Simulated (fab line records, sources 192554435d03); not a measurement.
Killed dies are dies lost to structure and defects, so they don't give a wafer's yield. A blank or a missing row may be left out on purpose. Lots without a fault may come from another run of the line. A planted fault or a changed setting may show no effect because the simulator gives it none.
fab line records | flow n5_finfet
record lots=24 wafers=72 last_day=17
route steps=1938 shown BEOL_M15@1773 MIM_TOP_LITHO@1847
lots that met no fault: from a run of the same line without faults
start_h: hours from the record's first day to the start of the lot's first wafer shown | wait_h: hours since the lot's step before | " the same as in the row above | L1.1+2: a row that stands for several wafers | - no value, or no start given | * or withheld: withheld | < > ~ a bound
route shown NAME@n: a module of which the file shows steps, and the number in the route of the first | usual: mean/standard deviation of fault-free wafers | same: alike in all rows | chamber/n: place in a boat | sites: the reading at each site | _std_site: their standard deviation | _edge_site: outer sites' mean less inner sites' | radius_mm: how far each site lies from the wafer's centre | mask NAME#n: copy n | behind: the tool/chamber that last shaped the wafer | hold: why the lot was held/for how many hours/how that ended | device: the transistor (n, p or np) that didn't switch | end of line: the same wafers' tests at the end of the route | a step without rows: its recipe alone | killed: dies lost to structure and defects at the first sort, not the wafer's yield | map: a wafer's dies, x killed, . not, _ none there
set.NAME: the setting as run; set.NAME@STEP: as run at that earlier step | model.NAME: the simulator's own value behind a step, which no gauge read
steps of the route over a sample of lots; a table a step, a row a wafer
services: from which hour (start_h, from the record's first day; less than 0 if before it) a tool's chamber was out of use, for how many hours, and why
## steps
# step N5_BEOL_M15_ILD_DEP_00
# recipe material=SiO2 target_thk_a=16293 temp_c=400 precursor=TEOS/O2 pressure_torr=6.5 rf_w=900 teos_flow_sccm=161.4 gas=O2 flow_sccm=2650 time_s=346.1
# usual heater_power_w=511/110 showerhead_plenum_p_Torr=8.35/0.03 throttle_valve_pct=18.8/0.96
# same time_s=346.1
# columns lot.wafer tool chamber start_h wait_h heater_power_w showerhead_plenum_p_Torr throttle_valve_pct
L076.1 pecvd-02 2 256.36 0.0 669 8.38 17.3
L076.2 " 1 " " 541 8.32 19.8
L076.5 " 2 " " 723 8.37 17.3
L074.2 pecvd-03 1 256.80 0.0 379 8.37 19.3
L074.3 " 0 " " 367 8.36 20.1
L074.5 " 2 " " 395 8.33 17.6
L075.2 pecvd-02 0 262.66 0.0 589 8.40 18.0
L075.3 " 1 " " 523 8.29 19.7
L075.4 " 0 " " 472 8.42 18.2
L077.1 pecvd-03 1 276.81 0.0 397 8.36 19.5
L077.2 " 2 " " 482 8.35 17.6
L077.3 " 0 " " 358 8.36 20.3
L078.2 pecvd-01 2 277.11 0.0 567 8.34 18.8
L078.3 " 0 " " 555 8.31 19.6
L078.6 " 2 " " 437 8.35 18.6
L079.1 pecvd-03 0 285.73 0.0 390 8.37 20.1
L079.4 " 1 " " 460 8.35 19.2
L079.5 " 0 " " 278 8.35 20.2
L080.2 pecvd-03 2 289.20 0.0 517 8.33 17.9
L080.3 " 1 " " 458 8.36 19.0
L080.6 " 2 " " 394 8.34 18.0
L081.1 pecvd-03 1 300.57 0.0 374 8.37 19.1
L081.3 " 0 " " 348 8.35 20.4
L081.6 " 0 " " 381 8.36 20.3
L083.1 pecvd-01 0 304.37 0.0 578 8.32 19.8
L083.2 " 1 " " 674 8.36 18.2
L083.6 " 0 " " 489 8.31 19.6
L082.2 pecvd-03 1 304.73 0.0 429 8.36 19.3
L082.3 " 0 " " 359 8.35 20.2
L082.5 " 2 " " 502 8.33 17.8
L084.2 pecvd-02 0 311.62 0.0 607 8.41 17.8
L084.3 " 1 " " 600 8.31 19.5
L084.6 " 2 " " 549 8.39 17.6
L085.1 pecvd-02 0 336.33 0.0 610 8.40 17.8
L085.2 " 2 " " 728 8.40 17.6
L085.3 " 1 " " 563 8.32 19.6
L086.3 pecvd-02 2 338.40 0.0 730 8.38 17.5
L086.5 " 2 " " 566 8.39 17.6
L086.6 " 1 " " 604 8.32 19.7
L088.1 pecvd-01 2 338.80 0.0 548 8.37 18.8
L088.4 " 2 " " 447 8.35 19.0
L088.5 " 0 " " 616 8.32 19.8
L091.2 pecvd-02 2 339.19 0.0 687 8.40 17.8
L091.3 " 0 " " 579 8.39 17.9
L091.6 " 2 " " 558 8.39 17.5
L087.3 pecvd-03 1 339.43 0.0 467 8.38 19.4
L087.4 " 1 " " 351 8.35 19.4
L087.5 " 0 " " 382 8.37 20.4
L090.3 pecvd-02 2 347.18 0.0 675 8.41 17.7
L090.4 " 2 " " 737 8.41 17.8
L090.5 " 0 " " 476 8.41 18.0
L089.1 pecvd-02 2 353.25 0.0 687 8.38 17.7
L089.2 " 1 " " 471 8.30 20.0
L089.6 " 0 " " 472 8.42 18.3
L094.1 pecvd-01 0 368.99 0.0 614 8.31 19.6
L094.2 " 2 " " 565 8.37 19.1
L094.4 " 2 " " 447 8.34 18.9
L092.1 pecvd-01 2 372.17 0.0 553 8.35 19.2
L092.2 " 0 " " 605 8.31 19.5
L092.5 " 0 " " 590 8.33 19.6
L095.1 pecvd-02 1 374.71 0.0 536 8.32 19.6
L095.3 " 0 " " 600 8.40 18.1
L095.6 " 2 " " 553 8.37 17.6
L093.1 pecvd-03 2 375.69 0.0 472 8.35 18.2
L093.2 " 0 " " 378 8.37 20.5
L093.5 " 1 " " 472 8.36 18.8
L096.2 pecvd-01 1 389.15 0.0 513 8.33 18.0
L096.5 " 1 " " 627 8.32 18.0
L096.6 " 0 " " 501 8.33 19.7
L097.1 pecvd-03 0 389.15 0.0 332 8.37 20.1
L097.4 " 1 " " 352 8.37 19.4
L097.6 " 0 " " 370 8.35 20.1
# step N5_BEOL_M15_CD_MEAS_17
# recipe target_cd_nm=360 polarity=opening
# usual cd_nm=361.7/2.3
# columns lot.wafer tool chamber start_h wait_h cd_nm
L076.1 cd_sem-01 - 258.04 0.0 363.0
L076.2 " - " " 365.8
L076.5 " - " " 360.6
L074.2 cd_sem-01 - 258.06 0.0 364.9
L074.3 " - " " 362.7
L074.5 " - " " 363.1
L075.2 cd_sem-03 - 264.32 0.0 363.5
L075.3 " - " " 359.8
L075.4 " - " " 357.2
L077.1 cd_sem-01 - 277.99 0.0 362.1
L077.2 " - " " 361.2
L077.3 " - " " 363.9
L078.2 cd_sem-01 - 278.99 0.0 362.5
L078.3 " - " " 362.1
L078.6 " - " " 360.4
L079.1 cd_sem-03 - 287.03 0.0 358.2
L079.4 " - " " 359.9
L079.5 " - " " 364.0
L080.2 cd_sem-03 - 290.37 0.0 366.5
L080.3 " - " " 363.5
L080.6 " - " " 364.0
L081.1 cd_sem-02 - 301.83 0.0 365.8
L081.3 " - " " 360.2
L081.6 " - " " 362.9
L083.1 cd_sem-01 - 305.62 0.0 360.0
L083.2 " - " " 359.5
L083.6 " - " " 357.2
L082.2 cd_sem-03 - 306.03 0.0 357.1
L082.3 " - " " 358.8
L082.5 " - " " 359.5
L084.2 cd_sem-03 - 312.76 0.0 359.7
L084.3 " - " " 361.6
L084.6 " - " " 358.5
L085.1 cd_sem-02 - 337.47 0.0 362.4
L085.2 " - " " 359.7
L085.3 " - " " 357.5
L086.3 cd_sem-03 - 339.55 0.0 360.3
L086.5 " - " " 362.6
L086.6 " - " " 360.1
L088.1 cd_sem-03 - 339.94 0.0 362.9
L088.4 " - " " 360.8
L088.5 " - " " 361.2
L091.2 cd_sem-03 - 340.94 0.0 362.4
L091.3 " - " " 363.0
L091.6 " - " " 361.7
L087.3 cd_sem-01 - 341.00 0.0 361.2
L087.4 " - " " 361.8
L087.5 " - " " 362.5
L090.3 cd_sem-01 - 348.32 0.0 363.0
L090.4 " - " " 361.8
L090.5 " - " " 364.1
L089.1 cd_sem-02 - 354.56 0.0 359.4
L089.2 " - " " 360.2
L089.6 " - " " 360.9
L094.1 cd_sem-01 - 370.25 0.0 363.4
L094.2 " - " " 364.1
L094.4 " - " " 364.7
L092.1 cd_sem-01 - 373.52 0.0 358.3
L092.2 " - " " 361.4
L092.5 " - " " 358.6
L095.1 cd_sem-02 - 375.98 0.0 362.0
L095.3 " - " " 360.5
L095.6 " - " " 358.3
L093.1 cd_sem-03 - 376.83 0.0 362.7
L093.2 " - " " 359.8
L093.5 " - " " 363.8
L096.2 cd_sem-02 - 390.29 0.0 363.5
L096.5 " - " " 362.9
L096.6 " - " " 361.8
L097.1 cd_sem-01 - 390.44 0.0 361.2
L097.4 " - " " 362.4
L097.6 " - " " 362.3
# step N5_BEOL_M15_OVL_MEAS_29
# recipe points_per_wafer=44
# usual M15_OVL=-1/5.1
# columns lot.wafer tool chamber start_h wait_h M15_OVL[nm]
L076.1 overlay-01 0 258.95 0.0 6
L076.2 " 0 " " -1
L076.5 " 0 " " 0
L074.2 overlay-01 0 259.13 0.0 -2
L074.3 " 0 " " 0
L074.5 " 0 " " -5
L075.2 overlay-02 0 265.34 0.0 -8
L075.3 " 0 " " -5
L075.4 " 0 " " -5
L077.1 overlay-01 0 279.08 0.0 -10
L077.2 " 0 " " -13
L077.3 " 0 " " -4
L078.2 overlay-02 0 279.89 0.0 9
L078.3 " 0 " " 5
L078.6 " 0 " " 7
L079.1 overlay-02 0 288.06 0.0 1
L079.4 " 0 " " -4
L079.5 " 0 " " -3
L080.2 overlay-01 0 291.40 0.0 6
L080.3 " 0 " " 7
L080.6 " 0 " " 9
L081.1 overlay-02 0 302.86 0.0 1
L081.3 " 0 " " 5
L081.6 " 0 " " 6
L083.1 overlay-01 0 306.87 0.0 6
L083.2 " 0 " " -3
L083.6 " 0 " " -2
L082.2 overlay-02 0 307.06 0.0 0
L082.3 " 0 " " -5
L082.5 " 0 " " -9
L084.2 overlay-02 0 314.24 0.0 -6
L084.3 " 0 " " -1
L084.6 " 0 " " -4
L085.1 overlay-02 0 338.62 0.0 -6
L085.2 " 0 " " -4
L085.3 " 0 " " 1
L086.3 overlay-01 0 340.58 0.0 -5
L086.5 " 0 " " -4
L086.6 " 0 " " -16
L088.1 overlay-02 0 340.93 0.0 -6
L088.4 " 0 " " -3
L088.5 " 0 " " -3
L091.2 overlay-02 0 341.85 0.0 -3
L091.3 " 0 " " 8
L091.6 " 0 " " -1
L087.3 overlay-02 0 341.90 0.0 6
L087.4 " 0 " " 7
L087.5 " 0 " " 3
L090.3 overlay-01 0 349.22 0.0 -6
L090.4 " 0 " " -4
L090.5 " 0 " " -6
L089.1 overlay-01 0 355.60 0.0 7
L089.2 " 0 " " 0
L089.6 " 0 " " 3
L094.1 overlay-01 0 371.28 0.0 -3
L094.2 " 0 " " 2
L094.4 " 0 " " -4
L092.1 overlay-02 0 374.67 0.0 0
L092.2 " 0 " " 4
L092.5 " 0 " " 5
L095.1 overlay-01 0 376.88 0.0 -1
L095.3 " 0 " " 3
L095.6 " 0 " " 7
L093.1 overlay-02 0 377.86 0.0 -6
L093.2 " 0 " " -2
L093.5 " 0 " " -6
L096.2 overlay-02 0 393.35 0.0 6
L096.5 " 0 " " -4
L096.6 " 0 " " 6
L097.1 overlay-02 0 393.38 0.0 -2
L097.4 " 0 " " -1
L097.6 " 0 " " -4
# step N5_BEOL_M15_SPUTTER_44
# recipe material=Ta target_thk_a=150 temp_c=50 bias_v=80 power_w=15000 chamber_pressure_pa=0.07 time_s=24.19
# usual throttle_valve_pct=30.1/0.65
# same time_s=24.19
# columns lot.wafer tool chamber start_h wait_h throttle_valve_pct
L076.1 pvd_sputter-03 - 260.71 0.0 28.6
L076.2 " - " " 30.9
L076.5 " - " " 30.0
L074.2 pvd_sputter-02 - 264.16 0.0 30.9
L074.3 " - " " 29.0
L074.5 " - " " 30.2
L075.2 pvd_sputter-01 - 267.96 0.0 30.5
L075.3 " - " " 30.5
L075.4 " - " " 30.3
L077.1 pvd_sputter-03 - 282.26 0.0 30.8
L077.2 " - " " 28.5
L077.3 " - " " 30.2
L078.2 pvd_sputter-03 - 282.70 0.0 30.5
L078.3 " - " " 30.6
L078.6 " - " " 30.5
L079.1 pvd_sputter-01 - 293.18 0.0 30.0
L079.4 " - " " 30.4
L079.5 " - " " 30.4
L080.2 pvd_sputter-01 - 294.28 0.0 29.7
L080.3 " - " " 30.4
L080.6 " - " " 30.1
L081.1 pvd_sputter-02 - 305.69 0.0 30.2
L081.3 " - " " 30.9
L081.6 " - " " 30.2
L083.1 pvd_sputter-01 - 309.58 0.0 30.1
L083.2 " - " " 30.3
L083.6 " - " " 30.0
L082.2 pvd_sputter-02 - 309.94 0.0 30.1
L082.3 " - " " 29.3
L082.5 " - " " 29.9
L084.2 pvd_sputter-03 - 316.33 0.0 30.7
L084.3 " - " " 30.2
L084.6 " - " " 28.8
L085.1 pvd_sputter-03 - 342.57 0.0 28.9
L085.2 " - " " 30.9
L085.3 " - " " 29.9
L086.3 pvd_sputter-03 - 343.09 0.0 30.3
L086.5 " - " " 28.7
L086.6 " - " " 30.1
L088.1 pvd_sputter-02 - 345.01 0.0 30.1
L088.4 " - " " 30.5
L088.5 " - " " 29.1
L091.2 pvd_sputter-01 - 345.28 0.0 29.6
L091.3 " - " " 30.9
L091.6 " - " " 30.5
L087.3 pvd_sputter-03 - 345.73 0.0 30.4
L087.4 " - " " 30.6
L087.5 " - " " 30.8
L090.3 pvd_sputter-02 - 352.18 0.0 30.0
L090.4 " - " " 30.8
L090.5 " - " " 29.1
L089.1 pvd_sputter-01 - 358.37 0.0 29.9
L089.2 " - " " 30.2
L089.6 " - " " 29.4
L094.1 pvd_sputter-01 - 373.60 0.0 30.3
L094.2 " - " " 30.6
L094.4 " - " " 29.5
L092.1 pvd_sputter-01 - 380.51 0.0 29.3
L092.2 " - " " 29.9
L092.5 " - " " 29.1
L095.1 pvd_sputter-02 - 380.56 0.0 29.3
L095.3 " - " " 30.0
L095.6 " - " " 29.3
L093.1 pvd_sputter-02 - 380.92 0.0 30.3
L093.2 " - " " 29.2
L093.5 " - " " 30.1
L096.2 pvd_sputter-03 - 395.85 0.0 30.8
L096.5 " - " " 30.3
L096.6 " - " " 30.8
L097.1 pvd_sputter-02 - 395.89 0.0 29.3
L097.4 " - " " 30.9
L097.6 " - " " 30.0
# step N5_BEOL_M15_CMP_49
# recipe stop_on=SiO2 t_overpolish_s=4.9 down_force_psi=2 platen_rpm=80 clearing_platen_down_force_psi=2 clearing_platen_rpm=80 post_cmp_clean=cu_alkaline target_thk_nm=850 clearing_platen_pad_velocity_m_s=1.5917 pad_velocity_m_s=1.5917
# usual barrier_field_endpoint_s=11.40/0.27 motor_current_A=8.3/0.88 overpolish_run_s=4.900/0.0079 pad_life_wafers=1059/470
# columns lot.wafer tool chamber start_h wait_h barrier_field_endpoint_s motor_current_A overpolish_run_s pad_life_wafers
L076.1 cmp-03 1 261.52 0.3 11.58 9.4 4.901 302
L076.2 " 2 " " 11.33 8.6 4.908 303
L076.5 " 3 " " 11.72 9.5 4.897 -
L074.2 cmp-03 0 264.98 0.3 10.84 8.4 4.882 320
L074.3 " 1 " " 11.39 9.5 4.907 321
L074.5 " 2 " " 10.99 9.3 4.904 -
L075.3 cmp-04 0 268.74 0.2 11.39 7.5 4.902 313
L075.2 " 1 " " 11.15 7.9 4.888 314
L075.4 " 2 " " 11.23 7.7 4.887 315
L077.1 cmp-02 3 283.00 0.3 10.91 7.1 4.906 1098
L077.3 " 1 " " 11.22 8.3 4.888 1100
L077.2 " 2 " " 11.26 8.6 4.902 1101
L078.3 cmp-03 1 283.51 0.2 11.80 8.9 4.898 464
L078.2 " 2 " " 11.08 9.5 4.914 465
L078.6 " 0 " " 11.52 8.1 4.919 -
L079.4 cmp-03 0 293.95 0.2 11.73 8.1 4.908 559
L079.1 " 1 " " 11.94 9.4 4.899 560
L079.5 " 3 " " 11.87 9.1 4.893 -
L080.3 cmp-02 3 295.02 0.2 11.29 7.1 4.893 1200
L080.2 " 2 " " 11.44 8.0 4.886 1203
L080.6 " 3 " " 11.16 7.3 4.906 -
L081.3 cmp-04 0 306.50 0.2 11.39 7.5 4.901 630
L081.1 " 2 " " 11.74 7.4 4.895 632
L081.6 " 0 " " 11.53 7.3 4.891 -
L083.1 cmp-03 2 311.40 0.3 11.18 9.0 4.901 696
L083.2 " 3 " " 11.35 9.3 4.908 697
L083.6 " 3 " " 11.42 9.3 4.892 -
L082.3 cmp-02 2 312.12 0.2 11.29 8.8 4.902 1290
L082.2 " 1 " " 11.26 8.1 4.884 1293
L082.5 " 2 " " 11.63 8.8 4.901 -
L084.2 cmp-02 0 317.43 0.5 11.15 8.1 4.908 1352
L084.3 " 1 " " 11.28 8.1 4.898 1353
L084.6 " 3 " " 10.94 7.0 4.896 -
L085.3 cmp-03 1 343.32 0.2 11.38 9.4 4.899 972
L085.2 " 3 " " 11.47 9.3 4.903 974
L085.1 " 0 " " 10.93 7.6 4.899 975
L086.3 cmp-03 0 343.88 0.2 11.57 7.9 4.893 979
L086.6 " 3 " " 11.71 9.5 4.901 -
L086.5 " 0 " " 11.25 7.9 4.901 -
L088.1 cmp-04 1 345.77 0.3 11.26 8.0 4.895 930
L088.4 " 0 " " 11.88 7.5 4.888 933
L088.5 " 1 " " 11.26 7.7 4.889 -
L091.2 cmp-03 1 346.08 0.2 11.71 9.3 4.898 990
L091.3 " 0 " " 11.70 8.5 4.912 993
L091.6 " 1 " " 12.06 9.0 4.904 -
L087.3 cmp-04 0 346.50 0.2 11.06 7.4 4.913 937
L087.4 " 1 " " 11.00 8.2 4.899 938
L087.5 " 0 " " 11.40 7.6 4.910 -
L090.3 cmp-02 3 353.29 0.2 11.40 7.4 4.907 1662
L090.4 " 0 " " 11.60 7.9 4.907 1663
L090.5 " 3 " " 11.43 7.4 4.895 -
L089.1 cmp-03 3 359.11 0.3 11.29 9.2 4.905 1110
L089.2 " 2 " " 11.22 8.6 4.903 1113
L089.6 " 0 " " 11.10 8.0 4.905 -
L094.1 cmp-03 0 374.34 0.3 11.73 7.5 4.923 1236
L094.4 " 1 " " 11.77 9.0 4.896 1237
L094.2 " 3 " " 11.58 9.7 4.892 1239
L092.1 cmp-02 2 381.25 0.3 11.93 8.4 4.905 1812
L092.2 " 3 " " 11.68 7.3 4.904 1813
L092.5 " 2 " " 11.97 8.7 4.905 -
L095.3 cmp-03 0 381.34 0.2 11.54 8.1 4.887 1303
L095.1 " 1 " " 11.64 8.8 4.900 1304
L095.6 " 3 " " 11.55 9.4 4.904 -
L093.1 cmp-02 1 381.85 0.3 11.43 8.2 4.898 1824
L093.2 " 0 " " 11.42 7.7 4.895 1827
L093.5 " 2 " " 11.53 8.6 4.895 -
L096.2 cmp-03 3 396.70 0.3 11.39 8.8 4.893 1443
L096.6 " 0 " " 11.24 8.5 4.897 -
L096.5 " 1 " " 11.62 9.1 4.896 -
L097.4 cmp-02 0 396.77 0.3 11.39 7.6 4.893 1969
L097.1 " 2 " " 11.92 8.9 4.902 1971
L097.6 " 0 " " 11.69 7.6 4.910 -
# step N5_MIM_TOP_LITHO_CD_MEAS_08
# recipe target_cd_nm=2000 landing_energy_ev=500 detector=se_inlens
# usual cd_nm=2000.6/1.6
# columns lot.wafer tool chamber start_h wait_h cd_nm
L076.1 cd_sem-02 0 266.64 - 2001.0
L076.2 " 0 " " 1999.6
L076.5 " 0 " " 2000.3
L074.2 cd_sem-01 0 269.07 - 2001.0
L074.3 " 0 " " 2001.8
L074.5 " 0 " " 2002.0
L075.2 cd_sem-03 0 272.70 - 2000.1
L075.3 " 0 " " 2001.5
L075.4 " 0 " " 1999.6
L077.1 cd_sem-03 0 286.14 - 1998.1
L077.2 " 0 " " 2001.1
L077.3 " 0 " " 1999.6
L078.2 cd_sem-03 0 287.65 - 2001.3
L078.3 " 0 " " 2001.0
L078.6 " 0 " " 2001.1
L079.1 cd_sem-01 0 297.71 - 2002.4
L079.4 " 0 " " 2002.1
L079.5 " 0 " " 2002.2
L080.2 cd_sem-02 0 298.78 - 2001.8
L080.3 " 0 " " 2000.9
L080.6 " 0 " " 2002.7
L081.1 cd_sem-01 0 310.22 - 1997.4
L081.3 " 0 " " 2000.7
L081.6 " 0 " " 1999.3
L083.1 cd_sem-03 0 315.54 - 2001.6
L083.2 " 0 " " 1999.8
L083.6 " 0 " " 2003.7
L082.2 cd_sem-02 0 316.77 - 1999.9
L082.3 " 0 " " 1998.8
L082.5 " 0 " " 1998.0
L084.2 cd_sem-02 0 321.86 - 2000.2
L084.3 " 0 " " 1996.5
L084.6 " 0 " " 2000.1
L085.1 cd_sem-02 0 346.51 - 2002.7
L085.2 " 0 " " 2003.7
L085.3 " 0 " " 2000.5
L086.3 cd_sem-01 0 346.77 - 2002.2
L086.5 " 0 " " 2001.5
L086.6 " 0 " " 2002.2
L088.1 cd_sem-03 0 351.35 - 2001.0
L088.4 " 0 " " 1996.6
L088.5 " 0 " " 2000.1
L091.2 cd_sem-03 0 351.69 - 2000.5
L091.3 " 0 " " 2000.4
L091.6 " 0 " " 1999.8
L087.3 cd_sem-01 0 352.41 - 2000.8
L087.4 " 0 " " 2003.5
L087.5 " 0 " " 2003.1
L090.3 cd_sem-01 0 356.97 - 1997.9
L090.4 " 0 " " 2000.4
L090.5 " 0 " " 1997.7
L089.1 cd_sem-03 0 364.33 - 2000.6
L089.2 " 0 " " 2002.9
L089.6 " 0 " " 2002.0
L094.1 cd_sem-01 0 381.22 - 2001.1
L094.2 " 0 " " 2002.0
L094.4 " 0 " " 1998.3
L092.1 cd_sem-02 0 386.97 - 1999.8
L092.2 " 0 " " 2000.1
L092.5 " 0 " " 2001.2
L095.1 cd_sem-01 0 387.01 - 2000.2
L095.3 " 0 " " 2002.5
L095.6 " 0 " " 1998.8
L093.1 cd_sem-02 0 387.93 - 1999.9
L093.2 " 0 " " 2000.3
L093.5 " 0 " " 2002.7
L096.2 cd_sem-03 0 401.04 - 2001.1
L096.5 " 0 " " 2000.6
L096.6 " 0 " " 2002.1
L097.1 cd_sem-01 0 403.13 - 1999.5
L097.4 " 0 " " 1999.2
L097.6 " 0 " " 1998.9
## services
# columns tool chamber start_h hours kind
cmp-02 - 244.99 0.4 repair
cmp-03 - 245.88 0.4 repair
cmp-04 - 264.91 0.9 repair
pecvd-01 1 285.45 3.6 repair
pecvd-03 - 288.28 0.2 repair
pecvd-02 1 297.77 2.1 scheduled_down
cmp-02 - 300.87 5.9 repair
pecvd-01 2 301.67 5.5 scheduled_down
pecvd-03 - 308.06 5.5 pm
pecvd-02 - 314.19 0.9 repair
cmp-04 - 316.35 4.8 pm
pecvd-03 0 320.82 12.4 repair
cmp-04 - 337.47 0.8 repair
cmp-02 - 353.52 3.4 pm
cmp-02 - 373.91 3.8 pm
pecvd-03 - 384.50 1.3 repair
cmp-04 - 395.93 1.8 repair
## key
fault none
